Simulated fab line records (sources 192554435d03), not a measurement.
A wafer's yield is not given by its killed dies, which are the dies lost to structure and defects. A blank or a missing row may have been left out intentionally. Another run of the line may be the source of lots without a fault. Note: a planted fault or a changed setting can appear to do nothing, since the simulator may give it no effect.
Chamber matching	flow n5 finfet	4 sister chambers for N5_BEOL_M10_DESCUM_33 on rie diel-03
The step chemistry O2, time 7.9 s. 4 wafers are shown with their chamber, then 9 later ones without.

== WAFERS WITH THEIR CHAMBER ==
wafer	chamber	showerhead plenum p Torr (Torr)
L085.6	0	2.03
L094.4	1	2.03
L093.4	2	2.17
L093.6	3	1.98

== WAFERS MISSING THEIR CHAMBER ==
wafer	showerhead plenum p Torr (Torr)
L096.1	2.03
L096.2	1.98
L096.5	2.03
L097.1	2.02
L097.2	1.98
L097.3	2.03
L097.4	2.17
L097.5	2.17
L097.6	1.98

== THE CHAMBER EACH PASSED THROUGH ==
wafer	from the rows above	in truth
L096.1	can't be placed: 0 or 1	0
L096.2	3	3
L096.5	can't be placed: 0 or 1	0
L097.1	can't be placed: 0 or 1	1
L097.2	3	3
L097.3	can't be placed: 0 or 1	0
L097.4	2	2
L097.5	2	2
L097.6	3	3
Placed correctly: 5 of 9. Not placeable from these rows: 4 (in 4, the candidates include the true chamber). Number placed wrongly: 0.
How it was worked out, from the rows above alone: a wafer's distance from a chamber is the root of the sum, over the readings, of the square of ((its reading less the chamber's mean) divided by the reading's scatter). The wafer belongs to the nearest chamber; if the next one is less than 2 further off, it can't be placed. Each chamber's mean is taken over the wafers shown for it. The scatter: with one shown wafer a chamber, the root of the mean of the squares of how far each hidden wafer lies from its nearest shown one.
